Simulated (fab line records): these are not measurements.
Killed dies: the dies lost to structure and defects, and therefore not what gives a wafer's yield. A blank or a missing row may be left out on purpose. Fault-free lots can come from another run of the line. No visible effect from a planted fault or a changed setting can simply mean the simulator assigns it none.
One fault seen from 2 desks / flow n5-finfet / only its own numbers are on each desk; what lay behind them is given at the end

== THE DEFECT DESK ==
Counts from the inspections along the route, per lot, as means over the sampled wafers that have a number. The brackets show how far a lot's mean lies from the usual mean; more than 4 standard deviations puts the lot out of limits, marked OUT.
Columns: A = raw-defect-count at N5_BEOL_M9_INSPECT_13, usual 452
lot=L497; first seen here=day 9 19:52; A=587
lot=L501; first seen here=day 11 08:31; A=345
lot=L500; first seen here=day 11 16:53; A=490
lot=L507; first seen here=day 13 06:37; A=474
lot=L505; first seen here=day 13 06:47; A=508
lot=L508; first seen here=day 13 15:47; A=425
lot=L511; first seen here=day 14 05:45; A=480
lot=L515; first seen here=day 15 03:21; A=511
lot=L516; first seen here=day 15 08:43; A=377
lot=L518; first seen here=day 15 14:47; A=608
lot=L520; first seen here=day 16 12:20; A=335
This desk's verdict: no lot among the 11 shows anything out of limits.

== DESK OF THE TOOL OWNER: rie-diel-04 ==
The tool's own readings at N5_BEOL_M9_ETCH_66 (etches SOC in N2/H2, target depth 80 nm, overetch 16 nm, time 120 s): means of the sampled wafers that have a number, for each lot that ran on this tool. The brackets show how far a lot's mean lies from the usual mean; more than 4 standard deviations puts the lot out of limits, marked OUT.
Columns: A = drypump-motor-current-A at N5_BEOL_M9_ETCH_66, usual 5.7 A; B = oes-product-au at N5_BEOL_M9_ETCH_66, usual 0.59 a.u.; C = rf-vpp-V at N5_BEOL_M9_ETCH_66, usual 523.6 V; D = run-length-s at N5_BEOL_M9_ETCH_66, usual 143.6 s; E = showerhead-plenum-p-Torr at N5_BEOL_M9_ETCH_66, usual 2.54 Torr; F = temp-c at N5_BEOL_M9_ETCH_66, usual 40.01 C; G = throttle-valve-pct at N5_BEOL_M9_ETCH_66, usual 17.89 %
lot=L497; first seen here=day 9 21:59; A=6.1; B=0.56; C=523.2; D=143.3; E=2.53; F=39.98; G=17.93
lot=L501; first seen here=day 11 09:55; A=6.3; B=0.63; C=523.4; D=143.2; E=2.52; F=40.09; G=17.96
lot=L500; first seen here=day 11 18:24; A=5.6; B=0.62; C=526.5; D=143.5; E=2.66; F=40.11; G=17.83
lot=L507; first seen here=day 13 07:46; A=5.8; B=0.61; C=524.1; D=131.6 (-24) OUT; E=2.57; F=40.06; G=17.90
lot=L505; first seen here=day 13 08:32; A=6.4; B=0.60; C=520.3; D=135.4 (-16) OUT; E=2.45; F=39.93; G=18.03
lot=L508; first seen here=day 13 19:19; A=6.1; B=0.60; C=523.6; D=135.6 (-16) OUT; E=2.52; F=40.03; G=17.98
This desk finds L505, L507, L508 out of limits, L507 being first, at day 13 07:46 (run-length-s at N5_BEOL_M9_ETCH_66). Within limits: L497, L501, L500.

== BROUGHT TOGETHER ==
The tool owner's desk had the chance to raise an alarm at day 13 07:46 on L505, L507, L508.
The defect desk saw nothing out of limits.
The defect desk has L505, L507, L508 on record, within its limits.
The lots listed all ran N5_BEOL_M9_ETCH_66 on rie-diel-04.

== WHAT THE SIMULATOR HAD PUT IN ==
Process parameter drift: rie-diel-04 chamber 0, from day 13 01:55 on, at N5_BEOL_M9_ETCH_66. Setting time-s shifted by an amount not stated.
Shown lots that were struck: L505, L507, L508.
Delay in hours, fault start to first out-of-limits reading, by desk: the tool owner's desk at 6.
